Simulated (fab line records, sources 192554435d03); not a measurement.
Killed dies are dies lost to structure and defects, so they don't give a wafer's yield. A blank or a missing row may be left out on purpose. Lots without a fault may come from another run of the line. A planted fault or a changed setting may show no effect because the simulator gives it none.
fab line records | flow n5_finfet
record lots=8 wafers=24 last_day=17
route steps=1938 shown DUMMY_GATE@250 SD_EPI_N@271 SD_ACTIVATION@332 BEOL_M4@1111
lots that met no fault: from a run of the same line without faults
start_h: hours from the record's first day to the start of the lot's first wafer shown | wait_h: hours since the lot's step before | " the same as in the row above | L1.1+2: a row that stands for several wafers | - no value, or no start given | * or withheld: withheld | < > ~ a bound
route shown NAME@n: a module of which the file shows steps, and the number in the route of the first | usual: mean/standard deviation of fault-free wafers | same: alike in all rows | chamber/n: place in a boat | sites: the reading at each site | _std_site: their standard deviation | _edge_site: outer sites' mean less inner sites' | radius_mm: how far each site lies from the wafer's centre | mask NAME#n: copy n | behind: the tool/chamber that last shaped the wafer | hold: why the lot was held/for how many hours/how that ended | device: the transistor (n, p or np) that didn't switch | end of line: the same wafers' tests at the end of the route | a step without rows: its recipe alone | killed: dies lost to structure and defects at the first sort, not the wafer's yield | map: a wafer's dies, x killed, . not, _ none there
set.NAME: the setting as run; set.NAME@STEP: as run at that earlier step | model.NAME: the simulator's own value behind a step, which no gauge read
steps of the route over a sample of lots; a table a step, a row a wafer
services: from which hour (start_h, from the record's first day; less than 0 if before it) a tool's chamber was out of use, for how many hours, and why
## steps
# step N5_DUMMY_GATE_ETCH_42
# recipe chemistry=CHF3/O2 target=SiO2 target_depth_a=35 time_s=31 ion_energy_ev=30 bias_w=12 pressure_mtorr=30 source_w=600 Ar_flow_sccm=200 CHF3_flow_sccm=50 O2_flow_sccm=5
# usual CHF3_flow_sccm=50.01/0.15 bias_w=12.00/0.035 drypump_motor_current_A=5.9/0.44 oes_product_au=0.74/0.032 rf_vpp_V=42.7/0.97 showerhead_plenum_p_Torr=2.41/0.086 throttle_valve_pct=18.85/0.18
# columns lot.wafer tool chamber start_h wait_h CHF3_flow_sccm bias_w drypump_motor_current_A oes_product_au rf_hours_counter_h rf_vpp_V showerhead_plenum_p_Torr throttle_valve_pct
L733.1 rie_diel-04 0 54.46 0.0 49.94 12.02 6.3 0.75 178 43.1 2.32 19.14
L733.3 " 3 " " 50.22 12.01 6.0 0.74 144 46.1 2.52 18.78
L733.5 " 0 " " 49.97 12.04 6.3 0.74 - 43.1 2.32 19.14
L735.1 rie_diel-04 2 66.03 0.6 50.12 11.96 5.4 0.79 116 41.9 2.42 18.71
L735.3 " 0 " " 49.84 12.01 6.3 0.74 184 42.4 2.32 19.15
L735.5 " 1 " " 50.16 11.96 6.0 0.76 - 43.3 2.52 18.79
L741.2 rie_diel-04 3 104.27 0.0 50.24 11.97 6.0 0.73 154 44.5 2.52 18.80
L741.3 " 0 " " 49.97 11.96 6.3 0.74 194 42.9 2.31 19.17
L741.6 " 1 " " 49.98 12.01 6.0 0.74 - 42.5 2.51 18.81
L742.1 rie_diel-04 0 113.74 0.1 49.96 11.98 6.3 0.74 198 44.3 2.31 19.19
L742.5 " 3 " " 50.33 11.98 5.9 0.72 - 44.5 2.52 18.81
L742.6 " 2 " " 49.94 12.00 5.4 0.77 - 42.0 2.41 18.76
L743.2 rie_diel-04 2 117.10 0.0 49.79 11.99 5.4 0.77 131 44.8 2.41 18.76
L743.3 " 1 " " 49.81 12.00 6.0 0.75 140 41.4 2.51 18.81
L743.4 " 3 " " 50.03 12.02 6.0 0.73 158 43.7 2.52 18.81
L747.1 rie_diel-04 0 137.21 0.0 49.82 11.97 6.4 0.73 200 43.7 2.31 19.18
L747.2 " 1 " " 50.10 12.03 6.0 0.73 147 43.7 2.51 18.82
L747.3 " 2 " " 49.90 11.95 5.4 0.77 138 43.1 2.41 18.78
L753.1 rie_diel-04 2 174.81 0.1 50.03 12.01 5.4 0.75 150 41.6 2.41 18.78
L753.2 " 1 " " 49.90 11.95 6.0 0.73 158 41.9 2.50 18.85
L753.4 " 0 " " 50.14 12.04 6.3 0.73 210 42.9 2.31 19.20
L754.4 rie_diel-03 0 178.93 0.0 50.08 11.98 5.9 0.70 236 42.7 2.29 18.99
L754.5 " 0 " " 49.96 11.98 5.9 0.70 - 42.4 2.29 19.01
L754.6 " 3 " " 50.12 12.02 5.3 0.72 - 42.0 2.31 18.98
# step N5_SD_EPI_N_OVL_MEAS_10
# recipe points_per_wafer=44
# usual SD_N_BLK_OVL=0.5/0.77
# columns lot.wafer tool chamber start_h wait_h SD_N_BLK_OVL[nm]
L733.1 overlay-01 0 55.73 0.0 -0.2
L733.3 " 0 " " -0.2
L733.5 " 0 " " 0.4
L735.1 overlay-02 0 67.31 0.0 0.3
L735.3 " 0 " " 0.8
L735.5 " 0 " " 0.7
L741.2 overlay-02 0 105.43 0.0 0.3
L741.3 " 0 " " 0.8
L741.6 " 0 " " 0.1
L742.1 overlay-02 0 115.01 0.0 1.0
L742.5 " 0 " " 0.8
L742.6 " 0 " " 1.6
L743.2 overlay-01 0 118.24 0.0 1.5
L743.3 " 0 " " 1.2
L743.4 " 0 " " 1.5
L747.1 overlay-02 0 139.47 0.0 2.4
L747.2 " 0 " " 2.1
L747.3 " 0 " " 2.2
L753.1 overlay-02 0 176.08 0.0 0.4
L753.2 " 0 " " 2.0
L753.4 " 0 " " -0.6
L754.4 overlay-01 0 181.77 0.0 -0.8
L754.5 " 0 " " -0.7
L754.6 " 0 " " 0.4
# step N5_SD_EPI_N_ETCH_45
# recipe chemistry=CH3F/O2 target=SiOCN target_depth_a=60 mask_material=SOC ion_energy_ev=60 bias_w=29 pressure_mtorr=15 source_w=410 Ar_flow_sccm=150 CH3F_flow_sccm=30 O2_flow_sccm=20
# usual bias_w=29.01/0.083 drypump_motor_current_A=5.6/0.54 oes_product_au=0.78/0.077 rf_vpp_V=127.6/0.94 showerhead_plenum_p_Torr=2.02/0.059 throttle_valve_pct=23.41/0.24
# columns lot.wafer tool chamber start_h wait_h bias_w drypump_motor_current_A oes_product_au rf_hours_counter_h rf_vpp_V showerhead_plenum_p_Torr throttle_valve_pct
L733.1 rie_diel-01 0 56.30 0.1 28.99 5.1 0.91 18 126.2 1.95 23.24
L733.3 " 3 " " 28.95 5.2 0.75 166 127.7 2.08 23.88
L733.5 " 3 " " 29.11 5.2 0.75 - 128.6 2.08 23.88
L735.1 rie_diel-06 2 68.09 0.1 28.81 6.6 0.73 190 128.2 2.07 23.43
L735.3 " 1 " " 28.98 5.1 0.78 117 127.2 2.02 23.23
L735.5 " 2 " " 29.02 6.6 0.73 - 127.1 2.07 23.41
L741.2 rie_diel-01 0 106.18 0.1 29.10 5.1 0.88 34 127.5 1.95 23.26
L741.3 " 3 " " 29.00 5.2 0.74 182 127.9 2.07 23.92
L741.6 " 1 " " 29.08 5.9 0.69 - 126.9 1.96 23.51
L742.1 rie_diel-05 2 115.58 0.1 29.07 5.1 0.71 195 128.8 2.08 23.60
L742.5 " 3 " " 29.22 5.7 0.88 - 127.9 2.11 22.92
L742.6 " 1 " " 29.05 5.8 0.83 - 128.2 2.10 23.44
L743.2 rie_diel-06 2 118.86 0.1 29.14 6.6 0.71 210 128.9 2.06 23.43
L743.3 " 3 " " 28.99 5.8 0.75 143 126.6 1.99 23.39
L743.4 " 2 " " 29.02 6.6 0.73 - 128.1 2.06 23.45
L747.1 rie_diel-06 3 140.05 0.1 28.98 5.8 0.75 150 127.9 1.98 23.40
L747.2 " 1 " " 29.07 5.2 0.77 139 129.2 2.01 23.24
L747.3 " 2 " " 28.96 6.6 0.72 216 127.5 2.06 23.44
L753.1 rie_diel-01 0 176.65 0.1 29.14 5.1 0.83 60 127.8 1.94 23.28
L753.2 " 3 " " 28.98 5.3 0.72 204 126.5 2.07 23.93
L753.4 " 2 " " 28.96 6.1 0.73 187 129.1 2.07 23.47
L754.4 rie_diel-01 3 182.58 0.1 28.98 5.2 0.73 206 128.3 2.07 23.94
L754.5 " 0 " " 29.01 5.1 0.83 - 127.5 1.94 23.31
L754.6 " 3 " " 28.94 5.2 0.72 - 128.2 2.07 23.92
# step N5_SD_EPI_N_EPI_21
# recipe material=Si:P dopant=P temp_c=680 pressure_torr=255 time_s=690
# usual epi_growth_time_s=690/0
# columns lot.wafer tool chamber start_h wait_h epi_growth_time_s
L733.1 epi_rpcvd-04 0 57.46 0.1 690
L733.3 " 0 " " 690
L733.5 " 0 " " 690
L735.1 epi_rpcvd-02 0 69.26 0.1 690
L735.3 " 0 " " 690
L735.5 " 0 " " 690
L741.2 epi_rpcvd-03 0 107.62 0.4 690
L741.3 " 0 " " 690
L741.6 " 0 " " 690
L742.1 epi_rpcvd-02 0 117.01 0.1 690
L742.5 " 0 118.13 1.1 690
L742.6 " 0 " " 690
L743.2 epi_rpcvd-03 0 120.30 0.4 690
L743.3 " 0 " " 690
L743.4 " 0 " " 690
L747.1 epi_rpcvd-02 0 141.39 0.2 690
L747.2 " 0 " " 690
L747.3 " 0 " " 690
L753.1 epi_rpcvd-03 0 177.81 0.1 690
L753.2 " 0 " " 690
L753.4 " 0 " " 619.22
L754.4 epi_rpcvd-03 0 184.59 0.9 619.22
L754.5 " 0 " " 619.22
L754.6 " 0 " " 690
# step N5_SD_EPI_N_EPI_MEAS_23
# recipe mode=xrd
# usual thk_nm=59.1/1.2
# columns lot.wafer tool chamber start_h wait_h thk_nm
L733.1 film_metro-01 - 59.19 1.5 57.2
L733.3 " - " " 59.4
L733.5 " - " " 59.5
L735.1 film_metro-01 - 70.98 1.4 57.9
L735.3 " - " " 59.4
L735.5 " - " " 59.0
L741.2 film_metro-01 - 109.06 1.2 58.0
L741.3 " - " " 57.4
L741.6 " - " " 58.4
L742.1 film_metro-02 - 118.73 1.4 59.7
L742.5 " - " " 58.9
L742.6 " - " " 57.8
L743.2 film_metro-02 - 121.74 1.2 58.1
L743.3 " - " " 59.0
L743.4 " - " " 58.2
L747.1 film_metro-01 - 143.67 1.9 60.3
L747.2 " - " " 60.8
L747.3 " - " " 59.4
L753.1 film_metro-02 - 179.55 1.5 59.8
L753.2 " - " " 59.9
L753.4 " - " " 55.8
L754.4 film_metro-02 - 185.47 0.6 55.6
L754.5 " - " " 54.8
L754.6 " - " " 60.3
# step N5_SD_ACTIVATION_RS_MEAS_03
# recipe thk_meas_gauge=four-point-probe
# usual RS_SD_N=21.93/0.3 RS_SD_P=56.2/1
# columns lot.wafer tool chamber start_h wait_h RS_SD_N[ohm/sq] RS_SD_P[ohm/sq]
L733.1 film_metro-02 - 64.42 0.2 22.20 56.8
L733.3 " - " " 22.01 56.6
L733.5 " - " " 22.26 55.8
L735.1 film_metro-01 - 76.17 0.2 22.09 56.6
L735.3 " - " " 22.04 57.3
L735.5 " - " " 22.03 55.9
L741.2 film_metro-02 - 114.64 0.2 21.77 55.7
L741.3 " - " " 22.15 54.9
L741.6 " - " " 22.03 54.7
L742.1 film_metro-02 - 123.96 0.2 22.04 56.1
L742.5 " - " " 21.75 55.0
L742.6 " - " " 21.68 54.6
L743.2 film_metro-02 - 126.95 0.2 22.29 56.2
L743.3 " - " " 22.41 56.5
L743.4 " - " " 22.65 55.9
L747.1 film_metro-02 - 149.74 0.2 21.47 55.8
L747.2 " - " " 21.78 55.8
L747.3 " - " " 21.71 56.7
L753.1 film_metro-01 - 184.80 0.2 21.76 56.8
L753.2 " - " " 21.68 56.6
L753.4 " - " " 23.27 56.6
L754.4 film_metro-02 - 191.07 0.1 23.16 56.4
L754.5 " - " " 23.52 56.3
L754.6 " - " " 21.64 56.9
# step N5_BEOL_M4_RC_MEAS_101
# usual DIBL_N=35.8/1.6 DIBL_P=36.0/2.1 IOFF_N=0.153/0.026 IOFF_P=0.21/0.037 ION_N=673/11 ION_P=462/7.6 RS_SD_N=28.4/0.37 SS_N=71.4/0.53 SS_P=73.2/0.67 VT_N=250/3.2 VT_P=-250/3.7
# columns lot.wafer tool chamber start_h wait_h DIBL_N[mV/V] DIBL_P[mV/V] IOFF_N[nA/um] IOFF_P[nA/um] ION_N[uA/um] ION_P[uA/um] RS_SD_N[ohm/sq] SS_N[mV/dec] SS_P[mV/dec] VT_N[mV] VT_P[mV]
L733.1 prober-02 0 177.41 0.0 35.3 36.1 0.139 0.18 670 453 28.6 71.1 73.2 252 -255
L733.3 " 0 " " 37.4 37.9 0.165 0.20 675 460 28.2 71.7 73.4 250 -250
L733.5 " 0 " " 35.5 35.7 0.137 0.18 673 456 28.7 71.6 72.4 253 -252
L735.1 prober-02 0 192.23 0.0 38.4 37.5 0.175 0.22 679 461 28.4 72.8 73.6 251 -251
L735.3 " 0 " " 39.5 39.5 0.193 0.27 685 473 28.8 72.2 74.4 250 -249
L735.5 " 0 " " 36.4 35.9 0.144 0.20 678 464 28.5 70.8 73.0 251 -253
L741.2 prober-01 0 224.95 0.2 35.2 35.2 0.136 0.18 671 462 28.5 71.4 73.4 250 -252
L741.3 " 0 " " 35.3 35.7 0.153 0.20 688 468 28.8 70.8 72.8 249 -249
L741.6 " 0 " " 36.4 37.6 0.168 0.22 688 469 28.6 71.9 72.6 246 -248
L742.1 prober-01 0 240.45 0.0 36.1 38.3 0.179 0.27 676 469 28.4 71.6 74.0 250 -243
L742.5 " 0 " " 35.8 37.3 0.177 0.27 675 474 28.3 71.6 74.0 247 -244
L742.6 " 0 " " 35.7 36.3 0.165 0.23 670 467 28.6 71.9 72.8 248 -248
L743.2 prober-01 0 245.42 0.2 35.2 36.0 0.160 0.18 670 455 28.8 71.9 73.3 251 -252
L743.3 " 0 " " 37.1 39.2 0.186 0.24 670 452 28.9 71.4 74.0 246 -250
L743.4 " 0 " " 36.0 37.5 0.160 0.22 675 460 29.3 71.9 73.7 249 -251
L747.1 prober-01 0 268.62 0.0 35.8 36.5 0.149 0.22 669 465 27.7 71.6 73.4 252 -251
L747.2 " 0 " " 36.1 37.6 0.159 0.25 666 470 28.1 71.6 73.5 251 -246
L747.3 " 0 " " 36.9 37.6 0.176 0.23 691 473 28.2 72.4 73.8 251 -249
L753.1 prober-02 0 302.40 0.0 37.5 38.2 0.156 0.21 668 458 28.6 71.6 73.6 251 -251
L753.2 " 0 " " 38.3 39.0 0.157 0.24 672 469 28.7 71.8 74.3 252 -250
L753.4 " 0 " " 38.5 38.8 0.165 0.22 670 458 30.5 71.5 73.8 249 -249
L754.4 prober-01 0 302.60 0.5 33.4 32.0 0.109 0.15 660 457 30.1 70.9 71.6 256 -254
L754.5 " 0 " " 34.4 32.8 0.116 0.15 663 458 30.5 71.0 72.4 254 -256
L754.6 " 0 " " 37.3 37.4 0.188 0.24 685 467 27.9 71.0 73.3 246 -250
## services
# columns tool chamber start_h hours kind
rie_diel-06 1 35.52 4.5 repair
rie_diel-06 1 41.28 3.1 repair
rie_diel-03 1 57.34 23.6 repair
rie_diel-04 3 60.92 12.0 repair
rie_diel-06 3 73.64 6.6 repair
rie_diel-05 2 80.74 5.5 repair
rie_diel-05 0 110.92 6.6 repair
epi_rpcvd-04 - 112.73 2.8 pm
rie_diel-06 1 116.06 7.0 repair
rie_diel-04 - 117.44 2.2 repair
rie_diel-03 2 119.39 6.6 repair
rie_diel-01 1 140.38 - clean
rie_diel-01 1 140.38 - consumable_replace:focus_ring
rie_diel-01 1 140.38 15.4 scheduled_down
rie_diel-01 1 140.38 15.4 vent_cycle
epi_rpcvd-02 - 144.49 0.4 repair
epi_rpcvd-02 - 162.90 1.8 repair
epi_rpcvd-02 - 170.30 4.2 repair
## key
first_sign step=N5_SD_EPI_N_EPI_21 reading=epi_growth_time_s direction=down sigmas=99+ usual=* struck=*
effect step=N5_SD_EPI_N_EPI_MEAS_23 reading=thk_nm direction=down sigmas=3.1 usual=* struck=*
effect step=N5_SD_ACTIVATION_RS_MEAS_03 reading=RS_SD_N direction=up sigmas=4.6 usual=21.93 struck=23.31
effect step=N5_BEOL_M4_RC_MEAS_101 reading=RS_SD_N direction=up sigmas=5.2 usual=28.4 struck=30.4
met_at N5_SD_EPI_N_EPI_21
struck_lots L753,L754
struck_wafers L753.4,L754.4,L754.5
not_acting_at N5_DUMMY_GATE_ETCH_42,N5_SD_EPI_N_OVL_MEAS_10,N5_SD_EPI_N_ETCH_45
onset_between 120.30 177.81
fault kind=process_parameter_drift tool=epi_rpcvd-03 chamber=- onset_h=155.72 steps=N5_SD_EPI_N_EPI_21 channel=epi_growth_time_s offset=* shape=step end_h=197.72 scope=struck_wafers_only acts_in=* stated=*
